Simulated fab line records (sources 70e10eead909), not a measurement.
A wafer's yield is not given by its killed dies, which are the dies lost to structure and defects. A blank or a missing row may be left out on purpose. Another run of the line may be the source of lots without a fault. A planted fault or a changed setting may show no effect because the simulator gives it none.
Which of the tools did it? | flow nand harc | 36 wafers from 12 lots sampled at 6 of the route's 1302 steps

== WHAT EACH GAUGE READ, for each wafer ==
NHARC_P_GATE_CD_MEAS_11: target cd 1640 nm. Usual: 1639.6 nm for cd nm, sd 1.3.
lot  | measured     | on        | cd nm (nm)           | flag
L285 | day 4 16:50  | cd sem-01 | 1640.2 1640.8 1640.1 |
L286 | day 4 20:16  | cd sem-01 | 1638.4 1637.8 1638.3 |
L288 | day 5 13:53  | cd sem-03 | 1639.5 1638.4 1642.1 |
L289 | day 6 02:31  | cd sem-01 | 1640.5 1640.3 1640.8 |
L291 | day 6 23:59  | cd sem-02 | 1640.2 1641.0 1640.6 |
L293 | day 8 02:02  | cd sem-01 | 1640.7 1639.9 1640.4 |
L294 | day 8 06:02  | cd sem-03 | 1639.3 1641.2 1640.1 |
L304 | day 12 10:36 | cd sem-03 | 1637.0 1639.4 1640.4 |
L305 | day 12 23:09 | cd sem-03 | 1640.1 1638.9 1639.9 |
L306 | day 12 23:07 | cd sem-02 | 1637.3 1639.5 1639.5 |
L307 | day 13 09:51 | cd sem-01 | 1638.8 1641.2 1640.1 |
L308 | day 13 21:18 | cd sem-02 | 1640.2 1639.8 1640.1 |

NHARC_P_GATE_CD_MEAS_26: target cd 120 nm. Usual: 119.9 nm for cd nm, sd 0.39.
lot  | measured     | on        | cd nm (nm)        | flag
L285 | day 5 09:38  | cd sem-01 | 119.9 120.1 118.9 |
L286 | day 5 10:26  | cd sem-01 | 120.2 119.8 120.1 |
L288 | day 6 04:56  | cd sem-03 | 119.8 119.2 119.5 |
L289 | day 6 18:09  | cd sem-03 | 119.9 120.1 120.1 |
L291 | day 7 14:16  | cd sem-02 | 119.2 119.8 119.7 |
L293 | day 8 16:56  | cd sem-03 | 120.0 120.2 120.4 |
L294 | day 8 20:40  | cd sem-03 | 100.2 100.7 101.3 | OFF
L304 | day 13 00:50 | cd sem-03 | 119.6 120.4 119.5 |
L305 | day 13 13:08 | cd sem-01 | 119.6 120.1 120.2 |
L306 | day 13 13:18 | cd sem-03 | 120.0 120.0 120.0 |
L307 | day 14 03:15 | cd sem-02 | 119.9 119.7 119.8 |
L308 | day 14 14:43 | cd sem-02 | 119.7 119.9 119.7 |

NHARC_END_SORT_01. Usual: killed at array 61, standard deviation 23; killed at other 1.3, standard deviation 1.4; killed at periphery 4.0, standard deviation 2.6; killed dies 66, standard deviation 22; killed open 3.4, standard deviation 1.8; killed short 2.3, standard deviation 1.4.
lot  | measured     | on        | killed at array | killed at other | killed at periphery | killed dies | killed open | killed short | flag
L294 | day 27 16:37 | prober-02 | 27 32 32        | 1 3 5           | 249 168 154         | 277 203 191 | 3 5 4       | 2 4 3        | OFF

== WHAT TOOL EACH LOT RAN ON (gives the tool, then ch and the chambers of the sampled wafers, and finally the start) ==
lot  | NHARC_P_ZERO_WELL_ETCH_62                     | NHARC_P_GATE_EXPOSE_23             | NHARC_P_GATE_STRIP_101
L285 | rie diel-09 ch 0,2,3, day 4 16:50 or earlier  | arfi scanner-03 ch 0, day 5 09:29  | rie diel-12 ch 0,1,2, day 5 20:40
L286 | rie diel-09 ch 0,2, day 4 20:16 or earlier    | arfi scanner-01 ch 0, day 5 10:17  | rie diel-06 ch 0,2, day 5 21:32
L288 | rie diel-09 ch 0,1,2, day 5 13:53 or earlier  | arfi scanner-02 ch 0, day 6 04:47  | rie diel-12 ch 0,1,2, day 6 16:06
L289 | rie diel-01 ch 1,2,3, day 6 02:31 or earlier  | arfi scanner-01 ch 0, day 6 18:01  | rie diel-05 ch 0,2,3, day 7 05:06
L291 | rie diel-04 ch 0,1, day 6 23:59 or earlier    | arfi scanner-02 ch 0, day 7 14:08  | rie diel-06 ch 0,2, day 8 01:25
L293 | rie diel-01 ch 1,2,3, day 8 02:02 or earlier  | arfi scanner-01 ch 0, day 8 16:48  | rie diel-06 ch 0,2,3, day 9 04:05
L294 | rie diel-01 ch 0,1,2, day 8 06:02 or earlier  | arfi scanner-02 ch 0, day 8 20:32  | rie diel-12 ch 1,2,3, day 9 07:46
L304 | rie diel-09 ch 1,2,3, day 12 10:36 or earlier | arfi scanner-03 ch 0, day 13 00:42 | rie diel-05 ch 0,1,2, day 13 12:01
L305 | rie diel-04 ch 0,2, day 12 23:09 or earlier   | arfi scanner-02 ch 0, day 13 13:00 | rie diel-12 ch 0,1,3, day 14 00:39
L306 | rie diel-01 ch 0,1,3, day 12 23:07 or earlier | arfi scanner-01 ch 0, day 13 13:10 | rie diel-12 ch 0,3, day 14 00:23
L307 | rie diel-09 ch 0,1,2, day 13 09:51 or earlier | arfi scanner-03 ch 0, day 14 03:07 | rie diel-05 ch 1,2,3, day 14 14:16
L308 | rie diel-09 ch 0,2,3, day 13 21:18 or earlier | arfi scanner-03 ch 0, day 14 14:34 | rie diel-06 ch 1,2,3, day 15 01:53
- NHARC_P_ZERO_WELL_ETCH_62: etches the open film in CHF3/Ar, target depth 13 nm, time 6.5 s.
- NHARC_P_GATE_EXPOSE_23: exposes mask P GATE, target cd 120 nm.
- NHARC_P_GATE_STRIP_101: strips in O2, time 20 s.

== WHAT THE TOOLS THEMSELVES READ (means of the sampled wafers that have a number; where no wafer has one, the mark that the record gives instead) ==
NHARC_P_ZERO_WELL_ETCH_62. Usual: drypump motor current A 5.8 A, standard deviation 0.42; oes product au 0.961 a.u., standard deviation 0.017; rf vpp V 369.5 V, standard deviation 2.6; showerhead plenum p Torr 2.30 Torr, standard deviation 0.11; throttle valve pct 20.216 %, standard deviation 0.0085.
lot  | tool        | drypump motor current A (A) | oes product au (a.u.) | rf vpp V (V) | showerhead plenum p Torr (Torr) | throttle valve pct (%) | flag
L285 | rie diel-09 | 5.8                         | 0.983                 | 367.0        | 2.22                            | 20.210                 |
L286 | rie diel-09 | 5.9                         | 0.973                 | 367.8        | 2.24                            | 20.213                 |
L288 | rie diel-09 | 5.9                         | 0.948                 | 369.9        | 2.31                            | 20.218                 |
L289 | rie diel-01 | 6.2                         | 0.954                 | 369.0        | 2.32                            | 20.211                 |
L291 | rie diel-04 | 5.2                         | 0.942                 | 370.9        | 2.32                            | 20.226                 |
L293 | rie diel-01 | 6.1                         | 0.949                 | 369.7        | 2.31                            | 20.222                 |
L294 | rie diel-01 | 5.6                         | 0.927                 | 371.2        | 2.35                            | 20.220                 |
L304 | rie diel-09 | 5.8                         | 0.940                 | 369.9        | 2.29                            | 20.219                 |
L305 | rie diel-04 | 5.5                         | 0.976                 | 369.6        | 2.32                            | 20.212                 |
L306 | rie diel-01 | 6.0                         | 0.965                 | 368.7        | 2.25                            | 20.216                 |
L307 | rie diel-09 | 5.9                         | 0.975                 | 369.8        | 2.29                            | 20.216                 |
L308 | rie diel-09 | 5.8                         | 0.959                 | 367.0        | 2.19                            | 20.210                 |

NHARC_P_GATE_STRIP_101. Usual: drypump motor current A 5.7 A, standard deviation 0.46; oes product au 1.000 a.u., standard deviation 0.0081; rf vpp V 57.7 V, standard deviation 0.91; showerhead plenum p Torr 3.50 Torr, standard deviation 0.15; throttle valve pct 17.037 %, standard deviation 0.009.
lot  | tool        | drypump motor current A (A) | oes product au (a.u.) | rf vpp V (V) | showerhead plenum p Torr (Torr) | throttle valve pct (%) | flag
L285 | rie diel-12 | 5.7                         | 0.992                 | 57.2         | 3.40                            | 17.035                 |
L286 | rie diel-06 | 6.2                         | 0.994                 | 57.7         | 3.48                            | 17.034                 |
L288 | rie diel-12 | 5.7                         | 0.998                 | 57.7         | 3.40                            | 17.048                 |
L289 | rie diel-05 | 5.2                         | 0.991                 | 57.2         | 3.53                            | 17.042                 |
L291 | rie diel-06 | 6.2                         | 0.996                 | 57.6         | 3.48                            | 17.036                 |
L293 | rie diel-06 | 5.8                         | 0.990                 | 58.0         | 3.56                            | 17.044                 |
L294 | rie diel-12 | 5.8                         | 1.000                 | 58.2         | 3.42                            | 17.032                 |
L304 | rie diel-05 | 5.2                         | 1.003                 | 58.2         | 3.64                            | 17.037                 |
L305 | rie diel-12 | 5.8                         | 1.000                 | 57.0         | 3.44                            | 17.038                 |
L306 | rie diel-12 | 6.1                         | 0.995                 | 57.9         | 3.44                            | 17.049                 |
L307 | rie diel-05 | 5.1                         | 0.996                 | 58.0         | 3.52                            | 17.031                 |
L308 | rie diel-06 | 5.7                         | 0.995                 | 57.8         | 3.55                            | 17.036                 |

== THE ANSWER, worked out from the rows above alone ==
Rule: lot off if the mean of its wafers having a number is beyond 3 standard deviations from the usual mean. Also off: a lot with no number at a reading for which 4 or more lots have one. Any other lot the step has rows for is counted as sound. After the gauges, taken in route order, come the tools' own readings; for these a lot's mean is taken, as printed above. The first step at which some lot is off is used, and at that step the reading that is off furthest; a lot without a number counts as furthest.
Off: L294, at NHARC_P_GATE_CD_MEAS_26 (cd nm).
If a tool, at a process step before that reading, ran all the lots that are off and no sound lot after the first of them, it fits. The gauges at NHARC_P_GATE_CD_MEAS_26 aren't tried: what is off there is off at NHARC_END_SORT_01 too, on other tools, and a gauge's error can't cause that. With no start given for some of its lots, NHARC_P_ZERO_WELL_ETCH_62 uses the hours and lot order of NHARC_P_GATE_CD_MEAS_11. No candidate that was tried fits.

== WHAT WAS PUT IN BY THE SIMULATOR ==
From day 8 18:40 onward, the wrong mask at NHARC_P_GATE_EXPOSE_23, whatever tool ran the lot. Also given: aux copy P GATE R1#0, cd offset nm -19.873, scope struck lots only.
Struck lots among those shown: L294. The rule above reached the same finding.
